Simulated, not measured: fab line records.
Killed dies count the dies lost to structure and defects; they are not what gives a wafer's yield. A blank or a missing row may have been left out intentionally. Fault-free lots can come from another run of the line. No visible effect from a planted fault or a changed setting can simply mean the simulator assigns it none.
fab line records	flow n5-finfet
[record] lots = 4	wafers = 12	last-day = 16
route steps=1938 shown SD_EPI_N@276 SD_EPI_P@295 MOL_CONTACT_COAG@537
lots that met no fault: taken from a fault-free run of the same line
start-h: hours from the record's opening day to when the first of the lot's shown wafers began	wait-h: hours elapsed since this lot's preceding step	" the same as in the row above	L1.1+2: a row that stands for several wafers	- either no value or no given start	* or withheld: withheld	< > ~ a bound
route shown NAME@n: names a module that has steps shown in the file, with the first one's number in the route	usual: mean and standard deviation over wafers with no fault	same: alike in all rows	chamber/n: place in a boat	sites: readings site by site	_std_site: standard deviation of those values	_edge_site: outer sites' mean less inner sites'	radius-mm: how far each site lies from the wafer's centre	mask NAME#n: copy n	behind: tool/chamber where the wafer was last shaped	hold: the reason the lot was held/the length of the hold in hours/how it ended	device: which transistor (n, p or np) failed to switch	end of line: the same wafers' tests at the end of the route	where a step has no rows: the recipe by itself	killed: at the first sort, the dies lost to defects and structure; wafer yield is something else	map: shows each die of a wafer: x if killed, . if not, _ if none is there
set.NAME: the run value of the setting; set.NAME@STEP: its run value at that earlier step	model.NAME: the simulator's own value behind a step, which no gauge read
lots at some steps of the route; a table a step, a row a wafer
services: the hour from which a tool's chamber was out of use, counted from the record's first day as start-h (under 0 if before that day), plus the number of hours and why
[[steps]]
[step N5_SD_EPI_N_STRIP_36]
[recipe] chemistry = N2/H2	temp-c = 40	n2-flow-sccm = 200	h2-flow-sccm = 200	rf-frequency-hz = 6e+07
[step N5_SD_EPI_N_ETCHBACK_44]
[recipe] chemistry = CH3F/O2	mode = anisotropic-etchback	target = SiNx	target-depth-a = 145	stop-on = SiO2	over-etch-frac = 0.3	ion-energy-ev = 120	pressure-mtorr = 30	source-w = 395	bias-w = 73	Ar_flow_sccm = 150	CH3F_flow_sccm = 30	O2_flow_sccm = 20
[step N5_SD_EPI_N_ETCH_45]
[recipe] chemistry = CH3F/O2	target = SiOCN	target-depth-a = 60	mask-material = SOC	ion-energy-ev = 60	bias-w = 29	pressure-mtorr = 15	source-w = 410	Ar_flow_sccm = 150	CH3F_flow_sccm = 30	O2_flow_sccm = 20
[step N5_SD_EPI_N_ETCH_16]
[recipe] chemistry = CHF3/O2	target = SiO2	target-depth-a = 50	mask-material = SOC	pressure-mtorr = 30	source-w = 650	bias-w = 170	Ar_flow_sccm = 200	CHF3_flow_sccm = 50	O2_flow_sccm = 5	ion-energy-ev = 200
[step N5_SD_EPI_N_STRIP_47]
[recipe] chemistry = CHF3/O2	resist = SiARC	rf-frequency-hz = 6e+07
[step N5_SD_EPI_N_SD_RECESS_17]
[recipe] chemistry = HBr/Cl2/O2	target-depth-a = 410	mask-material = SOC	time-s = 23.7	bt-time-s = 3	pressure-mtorr = 10	icp-w = 800	bias-w = 112	HBr_flow_sccm = 150	Cl2_flow_sccm = 80	O2_flow_sccm = 12
[step N5_SD_EPI_N_STRIP_38]
[recipe] chemistry = N2/H2	power-w = 1000	temp-c = 250	h2-frac = 0.65	overash-fraction = 0.3	pressure-mtorr = withheld	n2-flow-sccm = 1750	h2-flow-sccm = 3250
[step N5_SD_EPI_N_WET_ETCH_43]
[recipe] chemistry = dHF	dilution = withheld	time-s = 14	target = SiO2	target-depth-a = 15	temp-c = 25
[step N5_SD_EPI_N_STRIP_18]
[recipe] chemistry = SPM	time-s = 750	temp-c = 130	h2so4-h2o2-vol-ratio = 4
[step N5_SD_EPI_N_SRD_20]
[recipe] dry = ipa-marangoni	do-ppb = 5	time-s = 30	temp-c = 23	rinse-liquid = diw
[step N5_SD_EPI_N_PRECLEAN_48]
[recipe] chemistry = NF3:NH3	afs-cycles = 2	temp-c = 30	time-s = 20	sublimation-temp-c = 180	sublimation-time-s = 60	pressure-torr = 3	rf-power-w = 30
[step N5_SD_EPI_N_VAPOR_ETCH_50]
[recipe] chemistry = HCl	target = Si	temp-c = 775	time-s = 54	pressure-torr = 20	mode = isotropic
[step N5_SD_EPI_N_EPI_21]
[recipe] material = Si:P	dopant = P	temp-c = 680	pressure-torr = 255	time-s = 690
[usual] susceptor-temp-C = 680.0/0.31	susceptor_temp_C_max = 681.4/0.4
[same] time-s = 690
lot.wafer	tool	chamber	start-h	wait-h	susceptor-temp-C	susceptor_temp_C_max	model.Si-P_of_SD_EPI_N_EPI_21.thk-nm
L250.1	epi-rpcvd-01	0	56.26	0.2	680.4	681.7	58.8
L250.3	"	0	"	"	680.1	681.2	59.2
L250.5	"	0	"	"	680.2	681.4	59.4
L261.3	epi-rpcvd-01	0	128.06	0.7	676.9	678.4	56.6
L261.4	"	0	"	"	676.5	678.2	56.2
L261.6	"	0	"	"	676.3	678.3	55.8
L263.2	epi-rpcvd-01	0	134.47	0.4	677.0	678.5	56.4
L263.4	"	0	"	"	677.0	678.3	55.6
L263.5	"	0	"	"	677.5	679.0	56.4
L267.1	epi-rpcvd-02	0	160.04	0.1	679.8	680.8	59.4
L267.4	"	0	"	"	679.9	681.4	58.4
L267.6	"	0	"	"	680.1	681.2	59.6
[step N5_SD_EPI_N_EPI_MEAS_23]
[recipe] mode = xrd
[usual] thk-nm = 59.0/1.2
lot.wafer	tool	chamber	start-h	wait-h	thk-nm
L250.1	film-metro-02	-	58.53	1.9	59.6
L250.3	"	-	"	"	58.6
L250.5	"	-	"	"	58.5
L261.3	film-metro-01	-	129.22	0.9	57.5
L261.4	"	-	"	"	55.0
L261.6	"	-	"	"	56.5
L263.2	film-metro-02	-	135.91	1.2	55.2
L263.4	"	-	"	"	54.6
L263.5	"	-	"	"	55.5
L267.1	film-metro-01	-	161.75	1.4	57.3
L267.4	"	-	"	"	57.5
L267.6	"	-	"	"	60.0
[step N5_SD_EPI_N_PRECLEAN_24]
[recipe] chemistry = O3/DIW	time-s = 60	temp-c = 22	o3-ppm = 10
[step N5_SD_EPI_N_SRD_25]
[recipe] time-s = 30	temp-c = 23	rinse-liquid = diw	dry = ipa-marangoni
[step N5_SD_EPI_N_PRECLEAN_49]
[recipe] chemistry = NF3:NH3	afs-cycles = 1	temp-c = 30	time-s = 20	sublimation-temp-c = 180	sublimation-time-s = 60	pressure-torr = 3	rf-power-w = 30
[step N5_SD_EPI_N_LINER_46]
[recipe] material = SiNx	target-thk-a = 30	temp-c = 400	ald-precursor-family = SiH2I2	ald-co-reactant = N2/H2-plasma	pressure-torr = 2
[step N5_SD_EPI_P_COAT_34]
[recipe] resist = SOC	temp-c = 250	time-s = 60	spin-rpm = 1500	resist-thk-nm = 350
[step N5_SD_EPI_P_COAT_35]
[recipe] resist = SiARC	temp-c = 220	time-s = 60	spin-rpm = 1500	resist-thk-nm = 35
[step N5_SD_EPI_P_COAT_03]
[recipe] resist = CAR-ArF-block	spin-rpm = 1500	resist-thk-nm = 150
[step N5_SD_EPI_P_EBR_05]
[recipe] solvent = PGMEA	ebr-width-mm = 1.5
[step N5_SD_EPI_P_SOFTBAKE_04]
[recipe] temp-c = 110	time-s = 60	resist = CAR-ArF-block
[step N5_SD_EPI_P_EXPOSE_06]
[recipe] mask-id = SD_P_BLK	na = 1.35	source-shape = conventional	sigma-outer = 0.8	polarization = unpolarized	target-cd-nm = 240	dose-mj = 39.5
[step N5_SD_EPI_P_PEB_07]
[recipe] peb-temp-c = 110	peb-time-s = 60	resist = CAR-ArF-block
[step N5_SD_EPI_P_DEVELOP_08]
[recipe] develop-time-s = 30	developer = TMAH	resist = CAR-ArF-block	dev-temp-c = 23	rinse-liquid = diw	dry = air-spin
[step N5_SD_EPI_P_DESCUM_14]
[recipe] chemistry = O2	time-s = 7.9	source-power-w = 50	bias-power-w = 20	pressure-mtorr = 20	rf-frequency-hz = 2.712e+07	temp-c = 40	resist = CAR-ArF-block	o2-flow-sccm = 225
[step N5_SD_EPI_P_ETCH_36]
[recipe] chemistry = CF4	target = SiARC	target-depth-a = 455	mask-material = CAR-ArF-block	time-s = 75.8	ion-energy-ev = 80	pressure-mtorr = 40	source-w = 545	bias-w = 36	Ar_flow_sccm = 100	cf4-flow-sccm = 100	ends = cleared
[step N5_SD_EPI_P_ETCH_37]
[recipe] chemistry = N2/H2	target = SOC	overetch-a = 1080	mask-material = SiARC	temp-c = 40	ion-energy-ev = 100	source-w = 3000	bias-w = 133	pressure-mtorr = 20	time-s = 486	n2-flow-sccm = 200	h2-flow-sccm = 200	ends = end-point
[step N5_SD_EPI_P_STRIP_38]
[recipe] chemistry = N2/H2	temp-c = 40	n2-flow-sccm = 200	h2-flow-sccm = 200	rf-frequency-hz = 6e+07
[step N5_SD_EPI_P_ETCHBACK_46]
[recipe] chemistry = CH3F/O2	mode = anisotropic-etchback	target = SiNx	target-depth-a = 175	stop-on = SiO2	over-etch-frac = 0.3	ion-energy-ev = 120	pressure-mtorr = 30	source-w = 395	bias-w = 73	Ar_flow_sccm = 150	CH3F_flow_sccm = 30	O2_flow_sccm = 20
[step N5_SD_EPI_P_ETCH_47]
[recipe] chemistry = CH3F/O2	target = SiOCN	target-depth-a = 250	mask-material = SOC	ion-energy-ev = 60	bias-w = 29	pressure-mtorr = 30	source-w = 410	Ar_flow_sccm = 150	CH3F_flow_sccm = 30	O2_flow_sccm = 20
[step N5_SD_EPI_P_ETCH_16]
[recipe] chemistry = CHF3/O2	target = SiO2	target-depth-a = 50	mask-material = SOC	pressure-mtorr = 30	source-w = 650	bias-w = 170	Ar_flow_sccm = 200	CHF3_flow_sccm = 50	O2_flow_sccm = 5	ion-energy-ev = 200
[step N5_SD_EPI_P_STRIP_50]
[recipe] chemistry = CHF3/O2	resist = SiARC	rf-frequency-hz = 6e+07
[step N5_SD_EPI_P_SD_RECESS_17]
[recipe] chemistry = HBr/Cl2/O2	target-depth-a = 391	bt-time-s = 3	pressure-mtorr = 10	icp-w = 800	bias-w = 112	HBr_flow_sccm = 150	Cl2_flow_sccm = 80	O2_flow_sccm = 12
[step N5_SD_EPI_P_WET_ETCH_45]
[recipe] chemistry = dHF	dilution = withheld	time-s = 10.7	target = SiO2	target-depth-a = 20	temp-c = 25	dry = ipa-marangoni	rinse-time-s = 30	rinse-temp-c = 23
[step N5_SD_EPI_P_STRIP_40]
[recipe] chemistry = N2/H2	power-w = 1000	temp-c = 250	h2-frac = 0.65	overash-fraction = 0.3	pressure-mtorr = withheld	n2-flow-sccm = 1750	h2-flow-sccm = 3250
[step N5_SD_EPI_P_PRECLEAN_52]
[recipe] chemistry = O3/DIW	time-s = 60	temp-c = 22	o3-ppm = 10
[step N5_MOL_CONTACT_COAG_ETCH_15]
[recipe] chemistry = CH3F/O2	target = SiNx	target-depth-a = 70	mask-material = SOC	stop-on = Si:P	over-etch-frac = 0.75	ion-energy-ev = 120	pressure-mtorr = 30	source-w = 395	bias-w = 73	Ar_flow_sccm = 150	CH3F_flow_sccm = 30	O2_flow_sccm = 20
[usual] drypump-motor-current-A = 5.3/0.47	oes-product-au = 0.55/0.066	rf-vpp-V = 299/9.8	showerhead-plenum-p-Torr = 1.98/0.074	throttle-valve-pct = 16.32/0.27
lot.wafer	tool	chamber	start-h	wait-h	drypump-motor-current-A	oes-product-au	rf-hours-counter-h	rf-vpp-V	showerhead-plenum-p-Torr	throttle-valve-pct	model.Si-P_of_SD_EPI_N_EPI_21.thk-nm
L250.1	rie-diel-04	2	92.71	0.0	5.3	0.54	158	287	1.91	16.05	58
L250.3	"	0	"	"	5.5	0.52	219	302	1.98	16.71	58.4
L250.5	"	1	"	"	5.4	0.51	-	304	1.88	16.28	58.6
L261.3	rie-diel-04	0	163.40	0.0	5.4	0.51	247	301	1.97	16.78	55.8
L261.4	"	1	"	"	5.4	0.49	249	303	1.87	16.31	55.4
L261.6	"	2	"	"	5.3	0.52	-	288	1.90	16.10	55
L263.2	rie-diel-05	1	170.26	0.0	6.4	0.55	169	300	1.92	16.42	55.6
L263.4	"	0	"	"	6.0	0.69	9	300	1.95	15.84	54.8
L263.5	"	0	"	"	6.0	0.69	-	301	1.95	15.83	55.6
L267.1	rie-diel-04	1	198.59	0.0	5.4	0.68	10	307	2.11	15.95	58.6
L267.4	"	3	"	"	4.8	0.51	-	314	2.08	16.74	57.6
L267.6	"	1	"	"	5.4	0.68	-	308	2.11	15.93	58.8
[[services]]
tool	chamber	start-h	hours	kind
rie-diel-05	1	39.10	2.4	repair
rie-diel-05	-	71.46	0.8	repair
epi-rpcvd-02	-	77.21	1.2	repair
rie-diel-05	0	119.05	-	clean
rie-diel-05	0	119.05	-	consumable-replace:focus-ring
rie-diel-05	0	119.05	23.4	scheduled-down
rie-diel-05	0	119.05	23.4	vent-cycle
rie-diel-05	2	120.99	4.6	repair
rie-diel-04	1	152.74	6.5	repair
rie-diel-04	1	165.36	-	clean
rie-diel-04	1	165.36	-	consumable-replace:focus-ring
rie-diel-04	1	165.36	-	consumable-replace:showerhead
rie-diel-04	1	165.36	12.3	scheduled-down
rie-diel-04	1	165.36	12.3	vent-cycle
rie-diel-04	0	177.71	-	clean
rie-diel-04	0	177.71	-	consumable-replace:focus-ring
rie-diel-04	0	177.71	25.2	scheduled-down
rie-diel-04	0	177.71	25.2	vent-cycle
[[key]]
[first-sign] step = N5_SD_EPI_N_EPI_21	reading = susceptor-temp-C	direction = down	sigmas = 10	usual = *	struck = *
[effect] step = N5_SD_EPI_N_EPI_21	reading = susceptor_temp_C_max	direction = down	sigmas = 7.3	usual = *	struck = *
[effect] step = N5_SD_EPI_N_EPI_MEAS_23	reading = thk-nm	direction = down	sigmas = 2.7	usual = *	struck = *
[model-effect] step = N5_SD_EPI_N_EPI_21	value = Si-P_of_SD_EPI_N_EPI_21.thk-nm	without = 59.33	struck = 56.17
[model-effect] step = N5_MOL_CONTACT_COAG_ETCH_15	value = Si-P_of_SD_EPI_N_EPI_21.thk-nm	without = 58.53	struck = 55.4
met-at N5_SD_EPI_N_EPI_21
struck-wafers L261.3,L261.4,L261.6,L263.2,L263.4,L263.5
tester-left-out L261,L263
onset-between 56.26 128.06
[fault] kind = process-parameter-drift	tool = epi-rpcvd-01	chamber = -	onset-h = 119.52	steps = N5_SD_EPI_N_EPI_21	channel = temp-c	offset = *	shape = step	end-h = 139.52	acts-in = *	stated = *
// tester-left-out: of these lots the tester's yield and bins aren't shown, on N5 and GAA mostly nor the transistor test; their killed dies are dies lost to structure and defects alone, not to doping, threshold or leakage, so they don't give the yield
